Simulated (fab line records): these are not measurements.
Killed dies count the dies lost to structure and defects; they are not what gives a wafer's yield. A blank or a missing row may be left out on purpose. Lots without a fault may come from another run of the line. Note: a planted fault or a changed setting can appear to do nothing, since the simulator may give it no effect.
fab line records    flow nand_harc
[record] lots = 6  wafers = 18  last_day = 34
route steps=1302 shown A_CONTACT@1024
lots untouched by any fault: they come from a run of this same line in which no faults occurred
start_h: hours from the record's opening day to when the first of the lot's shown wafers began    wait_h: hours elapsed since this lot's preceding step    " unchanged from the row above    L1.1+2: a single row standing in for several wafers    - no value present, or no start provided    * or withheld: withheld    < > ~ a bound
route shown NAME@n: a module of which the file shows steps, and the number in the route of the first    usual: mean/standard deviation taken from wafers without a fault    same: alike in all rows    chamber/n: place in a boat    sites: per-site readings    _std_site: how widely they spread, as a standard deviation    _edge_site: outer sites' mean less inner sites'    radius_mm: for every site, how far away it sits from the centre of the wafer    mask NAME#n: copy n    behind: tool/chamber where the wafer was last shaped    hold: why the lot went on hold/how many hours it stayed there/how the hold came to an end    device: names the non-switching transistor (n, p or np)    end of line: tests of these same wafers at the route's end    step lacking rows: just its recipe    killed: dies lost to structure and defects at the first sort, not the wafer's yield    map: shows each die of a wafer: x if killed, . if not, _ if none is there
set.NAME: the setting that was run; set.NAME@STEP: the one run at that earlier step    model.NAME: the simulator's own value behind a step, which no gauge read
lots at some steps of the route; a table a step, a row a wafer
services: a tool's chamber out of use, with start hour (start_h, from the record's first day; less than 0 if before it), hours out, and reason
[[steps]]
[step NHARC_A_CONTACT_ETCH_102]
[recipe] target_depth_a = 1000  overetch_a = 100  time_s = 55  ion_energy_ev = 100  cf4_flow_sccm = 80  o2_flow_sccm = 20  ar_flow_sccm = 0  rf_w = 300  bias_w = 100  chemistry = CF4/O2
[usual] cf4_flow_sccm = 80.01/0.23  drypump_motor_current_A = 5.7/0.54  oes_product_au = 1.000/0.0071  rf_vpp_V = 197.7/1.8  showerhead_plenum_p_Torr = 1.33/0.077  throttle_valve_pct = 13.397/0.0091
lot.wafer  tool         chamber  start_h  wait_h  cf4_flow_sccm  drypump_motor_current_A  oes_product_au  rf_hours_counter_h  rf_vpp_V  showerhead_plenum_p_Torr  throttle_valve_pct
L196.1     rie_diel-03  3        556.91   0.1     79.89          6.2                      0.996           13                  197.3     1.33                      13.405
L196.4     "            0        "        "       80.19          5.1                      0.998           15                  201.9     1.44                      13.387
L196.2     "            2        "        "       80.17          6.0                      0.990           14                  195.3     1.23                      13.407
L201.3     rie_diel-03  2        583.81   0.1     80.14          6.0                      1.003           19                  196.3     1.23                      13.381
L201.2     "            3        "        "       80.02          6.2                      0.998           18                  196.1     1.32                      13.388
L201.4     "            1        "        "       79.95          6.7                      1.003           20                  196.4     1.26                      13.399
L200.4     rie_diel-03  0        586.19   0.1     80.16          5.1                      1.000           21                  200.4     1.44                      13.399
L200.5     "            2        "        "       80.60          6.0                      1.005           -                   194.9     1.23                      13.399
L200.6     "            3        "        "       79.62          6.2                      0.998           -                   197.1     1.32                      13.402
L210.1     rie_diel-04  2        687.54   0.1     80.24          5.6                      1.003           45                  197.3     1.30                      13.398
L210.2     "            0        "        "       79.75          5.7                      1.011           50                  196.6     1.28                      13.382
L210.6     "            1        "        "       80.19          4.8                      0.997           -                   198.8     1.41                      13.395
L214.3     rie_diel-03  0        721.46   0.1     80.32          5.1                      1.006           12                  199.6     1.44                      13.405
L214.4     "            1        "        "       80.43          6.7                      0.996           13                  195.9     1.25                      13.395
L214.6     "            1        "        "       79.99          6.7                      0.996           -                   196.7     1.25                      13.416
L215.3     rie_diel-08  0        738.40   0.0     79.95          5.4                      0.990           2                   196.8     1.25                      13.388
L215.1     "            2        "        "       80.02          5.3                      0.987           2                   194.2     1.25                      13.386
L215.5     "            1        "        "       80.31          6.0                      1.011           -                   199.8     1.42                      13.404
[step NHARC_A_CONTACT_STRIP_55]
[recipe] o2_flow_sccm = 500  ar_flow_sccm = 0  bias_w = 0  chemistry = O2
[usual] drypump_motor_current_A = 5.7/0.56  oes_product_au = 1.000/0.007  rf_vpp_V = 57.8/1  showerhead_plenum_p_Torr = 3.51/0.19  throttle_valve_pct = 17.035/0.0093
lot.wafer  tool         chamber  start_h  wait_h  drypump_motor_current_A  oes_product_au  rf_hours_counter_h  rf_vpp_V  showerhead_plenum_p_Torr  throttle_valve_pct
L196.2     rie_diel-03  1        -        -       6.7                      1.003           15                  57.6      3.33                      17.022
L196.1     "            2        "        "       6.0                      1.004           14                  57.1      3.27                      17.026
L196.4     "            3        "        "       6.2                      1.007           13                  56.2      3.51                      17.041
L201.3     rie_diel-03  1        -        -       6.7                      0.996           20                  57.4      3.33                      17.035
L201.2     "            3        "        "       6.2                      0.995           18                  58.2      3.50                      17.018
L201.4     "            0        "        "       5.1                      0.996           21                  58.0      3.80                      17.044
L200.4     rie_diel-03  2        -        -       6.0                      1.000           19                  57.6      3.27                      17.038
L200.5     "            2        "        "       6.0                      1.003           -                   56.2      3.27                      17.036
L200.6     "            3        "        "       6.2                      1.012           -                   59.3      3.50                      17.043
L210.1     rie_diel-04  2        -        -       5.5                      1.003           45                  58.8      3.44                      17.052
L210.2     "            0        "        "       5.7                      1.009           50                  57.6      3.38                      17.037
L210.6     "            2        "        "       5.6                      1.000           -                   58.9      3.43                      17.048
L214.4     rie_diel-03  0        -        -       5.1                      0.989           12                  56.8      3.78                      17.025
L214.3     "            1        "        "       6.7                      0.993           13                  57.5      3.32                      17.042
L214.6     "            1        "        "       6.7                      0.985           -                   58.6      3.32                      17.038
L215.1     rie_diel-08  3        -        -       5.2                      1.003           2                   57.1      3.48                      17.040
L215.3     "            0        "        "       5.4                      0.992           2                   57.5      3.31                      17.021
L215.5     "            2        "        "       5.3                      0.989           -                   57.2      3.32                      17.022
[step NHARC_A_CONTACT_STRIP_56]
[recipe] time_s = 600  temp_c = 30  chemistry = post_etch_residue_remover
[step NHARC_A_CONTACT_DEP_57]
[recipe] target_thk_a = 53000  temp_c = 400  material = aC
[usual] throttle_valve_pct = 35.000/0.009
lot.wafer  tool        chamber  start_h  wait_h  throttle_valve_pct
L196.1     acl_dep-03  0        559.10   -       35.004
L196.2     "           0        "        "       34.996
L196.4     "           0        560.70   -       34.989
L201.2     acl_dep-01  0        587.07   -       35.002
L201.3     "           0        "        "       35.006
L201.4     "           0        "        "       35.008
L200.4     acl_dep-02  0        588.68   -       34.989
L200.5     "           0        "        "       34.994
L200.6     "           0        "        "       34.999
L210.1     acl_dep-02  0        689.37   -       34.991
L210.2     "           0        "        "       35.003
L210.6     "           0        691.99   -       34.999
L214.3     acl_dep-01  0        724.93   -       35.017
L214.4     "           0        "        "       34.989
L214.6     "           0        726.55   -       35.013
L215.1     acl_dep-02  0        739.54   -       34.988
L215.3     "           0        740.62   -       35.014
L215.5     "           0        741.71   -       34.984
[step NHARC_A_CONTACT_DEP_58]
[recipe] target_thk_a = 900  target_thk_nm = 90  temp_c = 400  pressure_torr = 3.5  flow_sccm = 200  rf_w = 350  material = SiON
[usual] heater_power_w = 785/120
lot.wafer  tool      chamber  start_h  wait_h  heater_power_w
L196.1     pecvd-01  1        562.33   2.7     824
L196.2     "         2        "        "       812
L196.4     "         0        "        "       603
L201.2     pecvd-04  1        589.93   2.3     902
L201.3     "         2        "        "       742
L201.4     "         0        "        "       825
L200.5     pecvd-03  0        590.43   0.7     711
L200.4     "         1        "        "       797
L200.6     "         2        "        "       804
L210.1     pecvd-04  1        692.53   2.6     1022
L210.2     "         2        "        "       683
L210.6     "         2        "        "       704
L214.3     pecvd-04  0        727.17   1.7     861
L214.6     "         1        "        "       958
L214.4     "         2        "        "       628
L215.3     pecvd-04  0        742.84   1.7     890
L215.1     "         1        "        "       987
L215.5     "         2        "        "       604
[step NHARC_A_CONTACT_DEHYDRATE_59]
[recipe] temp_c = 150  time_s = 120
[step NHARC_A_CONTACT_HMDS_60]
[recipe] time_s = 30
[step NHARC_A_CONTACT_COAT_61]
[recipe] temp_c = 260  time_s = 75
[step NHARC_A_CONTACT_COAT_62]
[recipe] temp_c = 225  time_s = 65
[step NHARC_A_CONTACT_COAT_63]
[recipe] spin_rpm = 1500  resist_thk_nm = 90
[step NHARC_A_CONTACT_SOFTBAKE_64]
[recipe] temp_c = 105  time_s = 55
[step NHARC_A_CONTACT_EBR_65]
[step NHARC_A_CONTACT_EXPOSE_66]
[recipe] na = 1.35  sigma_outer = 0.8  dose_mj = 59.02  mask_id = A_CC_2
[usual] exposure_dose_mJ_cm2 = 59.3/0.51  focus_offset_nm = 0.0/0.52
lot.wafer  tool             chamber  start_h  wait_h  mask      exposure_dose_mJ_cm2  focus_offset_nm
L196.1     arfi_scanner-01  0        562.79   -       A_CC_2#0  59.0                  -0.5
L196.2     "                0        "        "       A_CC_2#0  59.0                  -1.0
L196.4     "                0        "        "       A_CC_2#0  58.9                  -0.4
L201.2     arfi_scanner-02  -        590.52   -       A_CC_2#0  -                     -
L201.3     "                -        "        "       A_CC_2#0  -                     -
L201.4     "                -        "        "       A_CC_2#0  -                     -
L200.4     arfi_scanner-03  -        590.94   -       A_CC_2#0  -                     -
L200.5     "                -        "        "       A_CC_2#0  -                     -
L200.6     "                -        "        "       A_CC_2#0  -                     -
L210.1     arfi_scanner-02  0        692.99   -       A_CC_2#0  60.0                  0.7
L210.2     "                0        "        "       A_CC_2#0  60.0                  0.6
L210.6     "                0        "        "       A_CC_2#0  60.1                  0.9
L214.3     arfi_scanner-02  0        727.57   -       A_CC_2#0  60.1                  -0.2
L214.4     "                0        "        "       A_CC_2#0  60.1                  -0.2
L214.6     "                0        "        "       A_CC_2#0  60.0                  0.1
L215.1     arfi_scanner-03  0        743.39   -       A_CC_2#0  59.1                  0.0
L215.3     "                0        "        "       A_CC_2#0  59.0                  -0.8
L215.5     "                0        "        "       A_CC_2#0  58.9                  0.6
[step NHARC_A_CONTACT_PEB_67]
[recipe] peb_temp_c = 100  peb_time_s = 65
[[services]]
tool             chamber  start_h  hours  kind
rie_diel-04      -        534.07   9.0    pm
arfi_scanner-03  -        540.00   4.0    pm
rie_diel-08      -        544.83   9.0    pm
arfi_scanner-03  -        545.37   2.5    repair
arfi_scanner-02  -        555.84   3.2    repair
acl_dep-01       -        558.46   13.0   pm
arfi_scanner-02  -        592.41   7.0    repair
arfi_scanner-03  -        593.18   3.6    repair
rie_diel-03      2        608.39   14.6   repair
acl_dep-02       -        609.55   13.0   pm
arfi_scanner-02  -        612.25   0.6    repair
rie_diel-04      -        631.84   2.2    repair
rie_diel-03      -        635.52   9.0    pm
pecvd-04         -        635.73   13.0   pm
arfi_scanner-02  -        644.13   1.1    repair
arfi_scanner-02  -        656.00   4.0    pm
acl_dep-02       -        671.75   0.9    repair
arfi_scanner-03  -        688.55   0.9    repair
rie_diel-08      3        694.65   5.5    repair
rie_diel-04      -        704.29   1.0    repair
rie_diel-04      -        711.07   9.0    pm
arfi_scanner-03  -        712.00   4.0    pm
rie_diel-08      -        721.83   9.0    pm
arfi_scanner-02  -        736.24   7.9    repair
[[key]]
[first_sign] step = NHARC_A_CONTACT_EXPOSE_66  reading = tool_record  direction = missing
effect none on later readings
met_at NHARC_A_CONTACT_EXPOSE_66
struck_wafers L200.4,L200.5,L200.6,L201.2,L201.3,L201.4
later_rows_left_out L200.4,L200.5,L200.6,L201.2,L201.3,L201.4
sort_left_out L200.4,L200.5,L200.6,L201.2,L201.3,L201.4
tester_left_out L200,L201
[fault] kind = skipped_step_whole  tool = arfi_scanner-02,arfi_scanner-03  chamber = -  onset_h = 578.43  steps = NHARC_A_CONTACT_EXPOSE_66  scope = struck_lots_only
// tester_left_out: of these lots the tester's yield and bins aren't shown, on N5 and GAA mostly nor the transistor test; their killed dies are dies lost to structure and defects alone, not to doping, threshold or leakage, so they don't give the yield
// sort_left_out: the simulated sort isn't trusted on such a fault, so these wafers' sort isn't shown, and their yield isn't known
// later_rows_left_out: the simulator's readings of these wafers behind a module that went badly wrong aren't trusted and aren't shown, but for the sort
